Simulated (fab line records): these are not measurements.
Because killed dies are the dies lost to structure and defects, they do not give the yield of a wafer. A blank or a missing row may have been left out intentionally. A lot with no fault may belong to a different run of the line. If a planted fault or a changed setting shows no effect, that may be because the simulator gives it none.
Problem report, 8D (eight disciplines) form, completed by code :: flow nandHarc :: the parts of the form that need people (team, actions taken, sign-off) are left out

== 1. WHAT IS WRONG ==
cdNm at NHARC_A_CHANNEL_HOLE_D1_CD_MEAS_10 reads a mean of 102.4 nm on 1 wafer of 1 lot; wafers without a fault read 100.2 nm with a standard deviation of 0.48. Relative to the usual mean, that is a shift of +4.6 standard deviations.
The step: target cd 100 nm.
First observed at day 15 09:31: wafer L983.6, on cdSem-03. The record holds 36 wafers of 12 lots with a number at this step. The rule behind "out" and "out of limits": a value lying over 4 standard deviations away from the usual mean. All remaining wafers that have a number are taken as sound.

== 2. WHAT THIS IS AND IS NOT ==
question: which readings at this step
is: cdNm
is not: -

question: which lots
is: L983
is not: L967, L970, L972, L973, L975, L976, L978, L980, L981, L989, L990

question: which wafers of those lots
is: L983.6
is not: L983.4, L983.5

question: read on which gauges
is: cdSem-03
is not: cdSem-02

question: when
is: from day 15 09:31
is not: up to then (29 sound wafers); but 6 sound wafers of L989, L990 came after

== 3. SUSPECTS, AND WHAT RULES EACH OUT ==
Counting: if a tool at a process step up to the reading ran every lot that is out, it stays a suspect. Sound lots after the first of them don't rule it out here, since some wafers of a struck lot are sound.
- the gauge at NHARC_A_CHANNEL_HOLE_D1_CD_MEAS_10: kept. All the wafers that are out were read on cdSem-03, and no step on other tools shows them out.
- arfiScanner-02 at NHARC_A_CHANNEL_HOLE_D1_EXPOSE_07 (exposes mask HOLE D1, target cd 100 nm): kept. The lot that is out, L983, ran on it at day 15 09:23; the last sound lot it ran before that was L981, at day 14 07:41.
After counting, arfiScanner-02 at NHARC_A_CHANNEL_HOLE_D1_EXPOSE_07 and cdSem-03 at NHARC_A_CHANNEL_HOLE_D1_CD_MEAS_10 remain.

== 4. THE CAUSE (what the simulator had put in) ==
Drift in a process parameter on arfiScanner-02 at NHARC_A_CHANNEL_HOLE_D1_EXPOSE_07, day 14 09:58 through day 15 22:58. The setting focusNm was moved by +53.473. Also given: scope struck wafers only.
Counting leaves 2 suspects; this tool is one of them.

== 5. THE EFFECT CHAIN, in route order ==
Each row: a reading whose mean over the struck wafers that have a number lies more than 3 standard deviations from the usual. Only readings whose record carries a usual standard deviation are examined. hours: median over the lots of the time between each lot's start at the first step of this table that gives one and its start at this step. sigmas: the change, counted in usual standard deviations.
hours: 0
step: NHARC_A_CHANNEL_HOLE_D1_CD_MEAS_10
reading: cdNm
usual: 100.2 nm
on struck wafers: 102.4
change: +2.2
sigmas: +4.6
Later steps that measure or inspect, where all struck wafers having a row at the step show a number for every such reading and not one has moved that far: NHARC_A_CHANNEL_HOLE_D1_CD_MEAS_18.

== 6. HOW IT WOULD HAVE BEEN CAUGHT EARLIER ==
In this record the first reading out of limits at a measuring or inspecting step was taken at day 15 09:31, 24 hours after the fault began at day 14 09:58.
Tool readings at NHARC_A_CHANNEL_HOLE_D1_EXPOSE_07 with a usual standard deviation given in the record: none out on any struck wafer, hence no alarm at a limit of 4 standard deviations on them.
By day 15 09:31, every lot that is out (1) had started NHARC_A_CHANNEL_HOLE_D1_EXPOSE_07 on arfiScanner-02. Had the tool been put on hold then, not one of them would have been saved.
